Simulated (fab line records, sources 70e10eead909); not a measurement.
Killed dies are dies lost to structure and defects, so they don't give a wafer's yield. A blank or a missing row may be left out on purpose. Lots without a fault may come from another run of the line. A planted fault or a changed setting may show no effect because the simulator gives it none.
fab line records | flow nand_harc
record lots=12 wafers=36 last_day=24
route steps=1159 shown P_BONDPAD@369 A_ONON_D1@432 END@1159
lots that met no fault: from a run of the same line without faults
start_h: hours from the record's first day to the start of the lot's first wafer shown | wait_h: hours since the lot's step before | " the same as in the row above | L1.1+2: a row that stands for several wafers | - no value, or no start given | * or withheld: withheld | < > ~ a bound
route shown NAME@n: a module of which the file shows steps, and the number in the route of the first | usual: mean/standard deviation of fault-free wafers | same: alike in all rows | chamber/n: place in a boat | sites: the reading at each site | _std_site: their standard deviation | _edge_site: outer sites' mean less inner sites' | radius_mm: how far each site lies from the wafer's centre | mask NAME#n: copy n | behind: the tool/chamber that last shaped the wafer | hold: why the lot was held/for how many hours/how that ended | device: the transistor (n, p or np) that didn't switch | end of line: the same wafers' tests at the end of the route | a step without rows: its recipe alone | killed: dies lost to structure and defects at the first sort, not the wafer's yield | map: a wafer's dies, x killed, . not, _ none there
set.NAME: the setting as run; set.NAME@STEP: as run at that earlier step | model.NAME: the simulator's own value behind a step, which no gauge read
steps of the route over a sample of lots; a table a step, a row a wafer
services: from which hour (start_h, from the record's first day; less than 0 if before it) a tool's chamber was out of use, for how many hours, and why
## steps
# step NHARC_P_BONDPAD_ETCH_12
# recipe target_depth_a=2000 time_s=100 chf3_flow_sccm=50 o2_flow_sccm=10 ar_flow_sccm=200 rf_w=500 bias_w=200 chemistry=CHF3/O2
# usual drypump_motor_current_A=5.6/0.53 oes_product_au=0.933/0.017 rf_vpp_V=371.8/2.2 showerhead_plenum_p_Torr=2.46/0.1 throttle_valve_pct=20.573/0.0093
# columns lot.wafer tool chamber start_h wait_h drypump_motor_current_A oes_product_au rf_hours_counter_h rf_vpp_V showerhead_plenum_p_Torr throttle_valve_pct
L522.3 rie_diel-04 3 - - 6.5 0.943 3 372.6 2.43 20.573
L522.4 " 1 " " 5.3 0.921 2 375.1 2.56 20.575
L522.5 " 3 " " 6.5 0.926 - 371.2 2.43 20.561
L525.4 rie_diel-12 2 - - 4.8 0.927 40 367.8 2.26 20.579
L525.3 " 0 " " 5.6 0.929 38 366.5 2.24 20.576
L525.5 " 3 " " 5.4 0.933 - 366.7 2.23 20.569
L524.3 rie_diel-04 1 - - 5.3 0.929 3 372.6 2.56 20.580
L524.6 " 1 " " 5.2 0.928 - 372.5 2.56 20.584
L524.5 " 2 " " 5.3 0.925 - 370.0 2.41 20.572
L526.2 rie_diel-04 2 - - 5.3 0.921 4 371.0 2.41 20.573
L526.3 " 3 " " 6.5 0.927 4 372.3 2.43 20.578
L526.6 " 1 " " 5.2 0.925 - 373.0 2.56 20.566
L530.3 rie_diel-04 3 - - 6.5 0.935 7 371.1 2.42 20.568
L530.4 " 1 " " 5.3 0.938 6 374.0 2.56 20.591
L530.2 " 2 " " 5.3 0.924 7 370.3 2.41 20.569
L529.2 rie_diel-04 2 - - 5.3 0.923 8 371.3 2.41 20.581
L529.4 " 0 " " 5.3 0.922 7 373.7 2.55 20.569
L529.6 " 3 " " 6.5 0.914 - 372.4 2.42 20.562
L531.1 rie_diel-12 3 - - 5.4 0.946 55 366.3 2.22 20.565
L531.6 " 3 " " 5.4 0.951 - 365.3 2.22 20.583
L531.5 " 0 " " 5.6 0.951 - 367.0 2.23 20.577
L534.2 rie_diel-04 0 - - 5.3 0.920 9 374.1 2.54 20.563
L534.3 " 2 " " 5.3 0.915 10 371.5 2.41 20.570
L534.5 " 3 " " 6.5 0.927 - 372.1 2.42 20.570
L532.1 rie_diel-04 3 - - 6.5 0.936 9 370.8 2.42 20.561
L532.5 " 3 " " 6.5 0.922 - 371.9 2.42 20.562
L532.6 " 0 " " 5.3 0.921 - 374.2 2.54 20.581
L537.3 rie_diel-04 1 - - 5.3 0.928 11 373.5 2.56 20.568
L537.1 " 3 " " 6.5 0.920 12 370.1 2.42 20.564
L537.5 " 0 " " 5.4 0.930 - 374.3 2.54 20.577
L540.3 rie_diel-04 3 - - 6.5 0.925 13 372.2 2.42 20.583
L540.2 " 0 " " 5.4 0.917 12 373.7 2.54 20.573
L540.6 " 3 " " 6.5 0.925 - 370.9 2.42 20.569
L543.1 rie_diel-04 3 - - 6.5 0.927 14 370.9 2.42 20.579
L543.2 " 0 " " 5.4 0.917 14 374.6 2.54 20.585
L543.3 " 1 " " 5.3 0.918 13 373.8 2.56 20.569
# step NHARC_P_BONDPAD_INSPECT_23
# usual raw_defect_count=308/120
# columns lot.wafer tool chamber start_h wait_h raw_defect_count
L522.3 defect_inspect-02 - 148.10 0.0 256
L522.4 " - " " 297
L522.5 " - " " 306
L525.3 defect_inspect-02 - 155.46 0.0 209
L525.4 " - " " 274
L525.5 " - " " 237
L524.3 defect_inspect-01 - 159.94 0.0 299
L524.5 " - " " 205
L524.6 " - " " 206
L526.2 defect_inspect-02 - 161.80 0.0 259
L526.3 " - " " 350
L526.6 " - " " 328
L530.2 defect_inspect-02 - 182.39 0.0 298
L530.3 " - " " 247
L530.4 " - " " 354
L529.2 defect_inspect-02 - 187.54 0.0 295
L529.4 " - " " 260
L529.6 " - " " 261
L531.1 defect_inspect-02 - 196.93 0.0 339
L531.5 " - " " 487
L531.6 " - " " 789
L534.2 defect_inspect-02 - 210.18 0.0 292
L534.3 " - " " 299
L534.5 " - " " 364
L532.1 defect_inspect-01 - 210.41 0.1 401
L532.5 " - " " 453
L532.6 " - " " 382
L537.1 defect_inspect-01 - 232.47 0.0 308
L537.3 " - " " 182
L537.5 " - " " 226
L540.2 defect_inspect-01 - 239.04 0.0 407
L540.3 " - " " 381
L540.6 " - " " 286
L543.1 defect_inspect-02 - 257.26 0.1 195
L543.2 " - " " 391
L543.3 " - " " 284
# step NHARC_P_BONDPAD_ACTIVATE_29
# recipe time_s=60 n2_flow_sccm=200 ar_flow_sccm=0 bias_power_w=0 chemistry=N2
# usual drypump_motor_current_A=5.5/0.49 oes_product_au=1.000/0.0065 rf_vpp_V=64.3/0.94 showerhead_plenum_p_Torr=1.81/0.08
# columns lot.wafer tool chamber start_h wait_h drypump_motor_current_A oes_product_au rf_hours_counter_h rf_vpp_V showerhead_plenum_p_Torr
L522.4 rie_diel-04 0 148.17 0.1 5.4 1.012 3 65.1 1.88
L522.3 " 2 " " 5.3 1.001 3 63.7 1.78
L522.5 " 0 " " 5.4 1.001 - 65.1 1.88
L525.3 rie_diel-04 2 155.53 0.1 5.3 0.997 4 64.5 1.78
L525.4 " 3 " " 6.5 1.008 4 64.7 1.79
L525.5 " 2 " " 5.3 0.995 - 64.7 1.78
L524.3 rie_diel-04 0 160.02 0.1 5.3 0.998 4 64.3 1.88
L524.5 " 2 " " 5.3 0.991 - 63.6 1.78
L524.6 " 3 " " 6.5 0.991 - 64.4 1.79
L526.3 rie_diel-04 2 161.89 0.1 5.3 0.997 5 65.7 1.78
L526.2 " 3 " " 6.5 1.010 5 64.1 1.79
L526.6 " 0 " " 5.3 0.997 - 64.4 1.88
L530.2 rie_diel-04 3 182.45 0.1 6.5 1.004 7 63.7 1.78
L530.4 " 1 " " 5.2 0.999 7 64.2 1.89
L530.3 " 2 " " 5.3 1.003 8 63.1 1.77
L529.4 rie_diel-10 0 187.60 0.1 5.6 1.001 0 63.8 1.73
L529.2 " 2 " " 5.3 1.000 0 64.3 1.68
L529.6 " 0 " " 5.6 1.013 - 63.1 1.73
L531.1 rie_diel-04 1 197.01 0.1 5.2 1.002 7 65.2 1.89
L531.6 " 3 " " 6.5 1.015 - 64.7 1.78
L531.5 " 0 " " 5.3 0.996 - 64.3 1.88
L534.3 rie_diel-04 2 210.25 0.1 5.3 1.005 10 64.7 1.77
L534.2 " 0 " " 5.3 1.002 10 65.0 1.88
L534.5 " 1 " " 5.3 0.998 - 64.7 1.89
L532.1 rie_diel-04 1 210.49 0.1 5.2 1.001 9 64.1 1.89
L532.6 " 0 " " 5.3 1.001 - 65.0 1.88
L532.5 " 1 " " 5.3 0.999 - 64.4 1.89
L537.3 rie_diel-04 0 232.53 0.1 5.3 0.997 12 62.8 1.88
L537.1 " 1 " " 5.2 0.989 11 65.1 1.89
L537.5 " 0 " " 5.3 0.990 - 62.5 1.88
L540.2 rie_diel-12 0 239.11 0.1 5.6 1.001 10 64.8 1.92
L540.3 " 2 " " 4.9 1.005 8 65.1 1.65
L540.6 " 0 " " 5.5 1.002 - 63.7 1.92
L543.1 rie_diel-04 3 257.32 0.1 6.5 1.005 14 63.9 1.78
L543.3 " 1 " " 5.2 0.986 13 62.4 1.89
L543.2 " 2 " " 5.3 0.996 14 65.0 1.77
# step NHARC_A_ONON_D1_DEP_12
# recipe target_thk_a=10000 n2_flow_sccm=2750 n2o_flow_sccm=2000 nh3_flow_sccm=500 sih4_flow_sccm=210 temp_c=400
# columns lot.wafer tool chamber start_h wait_h
L522.3+4+5 pecvd_onon-04 0 174.22 0.2
L525.3+4+5 pecvd_onon-02 0 184.00 0.2
L524.3+5+6 pecvd_onon-04 0 184.14 0.2
L526.2+3+6 pecvd_onon-04 0 189.27 0.1
L530.2+3+4 pecvd_onon-02 0 208.36 0.1
L529.2+4+6 pecvd_onon-03 0 213.21 0.1
L531.1+5+6 pecvd_onon-03 0 225.37 0.1
L534.2+3+5 pecvd_onon-03 0 237.16 0.1
L532.1+5+6 pecvd_onon-03 0 237.45 0.3
L537.1+3+5 pecvd_onon-04 0 257.44 0.1
L540.2+3+6 pecvd_onon-04 0 264.87 0.1
L543.1+2+3 pecvd_onon-04 0 282.47 0.1
# step NHARC_A_ONON_D1_THK_MEAS_14
# recipe thk_meas_gauge=ellipsometry
# usual thk_nm=999/8.9
# columns lot.wafer tool chamber start_h wait_h thk_nm
L522.3 film_metro-01 - 174.62 - 995
L522.4 " - " " 995
L522.5 " - " " 994
L525.3 film_metro-02 - 184.40 - 987
L525.4 " - " " 988
L525.5 " - " " 988
L524.3 film_metro-01 - 184.54 - 1012
L524.5 " - " " 1012
L524.6 " - " " 1014
L526.2 film_metro-02 - 189.72 - 1009
L526.3 " - " " 1008
L526.6 " - " " 1009
L530.2 film_metro-01 - 208.82 - 1007
L530.3 " - " " 1006
L530.4 " - " " 1007
L529.2 film_metro-01 - 213.66 - 993
L529.4 " - " " 994
L529.6 " - " " 993
L531.1 film_metro-01 - 225.89 - 993
L531.5 " - " " 993
L531.6 " - " " 993
L534.2 film_metro-01 - 237.61 - 996
L534.3 " - " " 996
L534.5 " - " " 995
L532.1 film_metro-02 - 237.97 - 1007
L532.5 " - " " 1005
L532.6 " - " " 1005
L537.1 film_metro-01 - 257.95 - 1000
L537.3 " - " " 997
L537.5 " - " " 1000
L540.2 film_metro-02 - 265.33 - 1570
L540.3 " - " " 1570
L540.6 " - " " 1568
L543.1 film_metro-01 - 282.98 - 1569
L543.2 " - " " 1570
L543.3 " - " " 1572
# step NHARC_END_SORT_01
# recipe temp_c=25
# usual killed_at_array=24/7.4 killed_at_other=0.5/0.81 killed_at_periphery=3.4/2.3 killed_dies=28/8 killed_open=3.4/1.8 killed_short=2.0/1.4
# same gross_dies=677
# columns lot.wafer tool chamber start_h wait_h killed_at_array killed_at_other killed_at_periphery killed_dies killed_open killed_short
L540.2 prober-02 0 547.02 2.8 668 0 9 677 3 2
L540.3 prober-02 0 547.81 3.1 671 0 6 677 4 3
L540.6 prober-02 0 550.20 4.0 670 0 7 677 3 0
L543.1 prober-02 0 563.62 2.5 675 1 1 677 4 1
L543.2 prober-02 0 564.41 2.8 672 0 5 677 5 3
L543.3 prober-02 0 565.21 3.1 672 1 4 677 6 3
# killed by level:class
L540.2 A_ONON_D1:area_dep=634 A_CHANNEL_HOLE_D1:chamber_film_flake=15 P_GATE:chamber_film_flake=8 A_SLIT:chamber_film_flake=6 A_CONTACT:chamber_film_flake=5 A_STAIRCASE:chamber_film_flake=3 P_M0:geometric_particle:open=1 A_SOURCE_PLATE:geometric_particle:short=1
L540.3 A_ONON_D1:area_dep=643 A_SLIT:chamber_film_flake=8 A_CHANNEL_HOLE_D1:chamber_film_flake=7 P_GATE:chamber_film_flake=4 A_STAIRCASE:chamber_film_flake=4 A_CONTACT:chamber_film_flake=4 A_ONON_D1:geometric_particle:short=2 P_CONTACT:geometric_particle:short=1
L540.6 A_ONON_D1:area_dep=648 A_SLIT:chamber_film_flake=8 A_CONTACT:chamber_film_flake=5 A_CHANNEL_HOLE_D1:chamber_film_flake=4 P_STI:chamber_film_flake=3 A_STAIRCASE:chamber_film_flake=3 P_GATE:chamber_film_flake=2 P_CONTACT:geometric_particle:open=1
L543.1 A_ONON_D1:area_dep=648 A_CHANNEL_HOLE_D1:chamber_film_flake=10 A_STAIRCASE:chamber_film_flake=7 A_CONTACT:chamber_film_flake=5 P_CONTACT:geometric_particle:open=1 A_SGD_CUT:geometric_particle:short=1 A_SGD_CUT:geometric_particle:open=1 A_BLC:geometric_particle:open=1
L543.2 A_ONON_D1:area_dep=625 A_CHANNEL_HOLE_D1:chamber_film_flake=20 A_CONTACT:chamber_film_flake=11 A_STAIRCASE:chamber_film_flake=7 A_CONTACT:geometric_particle:open=2 A_SLIT:chamber_film_flake=2 P_M1:geometric_particle:open=1 P_M2:geometric_particle:open=1
L543.3 A_ONON_D1:area_dep=640 A_CHANNEL_HOLE_D1:chamber_film_flake=13 A_CONTACT:chamber_film_flake=8 A_STAIRCASE:chamber_film_flake=4 A_WL_FILL:geometric_particle:short=2 P_CONTACT:geometric_particle:open=1 P_M0:geometric_particle:open=1 P_M2:geometric_particle:open=1
## services
# columns tool chamber start_h hours kind
rie_diel-10 1 145.28 9.9 repair
rie_diel-04 0 145.40 - clean
rie_diel-04 1 145.40 - clean
rie_diel-04 2 145.40 - clean
rie_diel-04 3 145.40 - clean
pecvd_onon-03 - 153.16 13.0 pm
rie_diel-04 1 164.15 6.1 repair
rie_diel-04 0 169.90 - clean
rie_diel-04 2 169.90 - clean
rie_diel-04 3 169.90 - clean
rie_diel-10 - 177.21 9.0 pm
rie_diel-10 3 190.81 8.8 repair
rie_diel-04 0 194.40 - clean
rie_diel-04 1 194.40 - clean
rie_diel-04 2 194.40 - clean
rie_diel-04 3 194.40 - clean
rie_diel-12 - 202.42 9.0 pm
rie_diel-04 0 218.90 - clean
rie_diel-04 1 218.90 - clean
rie_diel-04 2 218.90 - clean
rie_diel-04 3 218.90 - clean
pecvd_onon-04 - 237.01 13.0 pm
rie_diel-04 0 243.40 - clean
pecvd_onon-02 - 272.42 1.3 repair
## key
first_sign step=NHARC_A_ONON_D1_THK_MEAS_14 reading=thk_nm direction=up sigmas=64 usual=999 struck=1570
effect step=NHARC_END_SORT_01 reading=killed_at_array direction=up sigmas=87 usual=24 struck=671
more_kills_born_at NHARC_A_ONON_D1_DEP_12@pecvd_onon-04=3838
met_at NHARC_A_ONON_D1_DEP_12
struck_lots L540,L543
struck_wafers L540.2,L540.3,L540.6,L543.1,L543.2,L543.3
later_rows_left_out L540.2,L540.3,L540.6,L543.1,L543.2,L543.3
tester_left_out L540,L543
not_acting_at NHARC_P_BONDPAD_ETCH_12,NHARC_P_BONDPAD_INSPECT_23,NHARC_P_BONDPAD_ACTIVATE_29
onset_between 257.44 264.87
also_fits time
fault kind=process_parameter_drift tool=pecvd_onon-04 chamber=0 onset_h=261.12 steps=NHARC_A_ONON_D1_DEP_12 channel=target_thk_a offset=* shape=step end_h=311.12 acts_in=* stated=*
# tester_left_out: of these lots the tester's yield and bins aren't shown, on N5 and GAA mostly nor the transistor test; their killed dies are dies lost to structure and defects alone, not to doping, threshold or leakage, so they don't give the yield
# later_rows_left_out: the simulator's readings of these wafers behind a module that went badly wrong aren't trusted and aren't shown, but for the sort
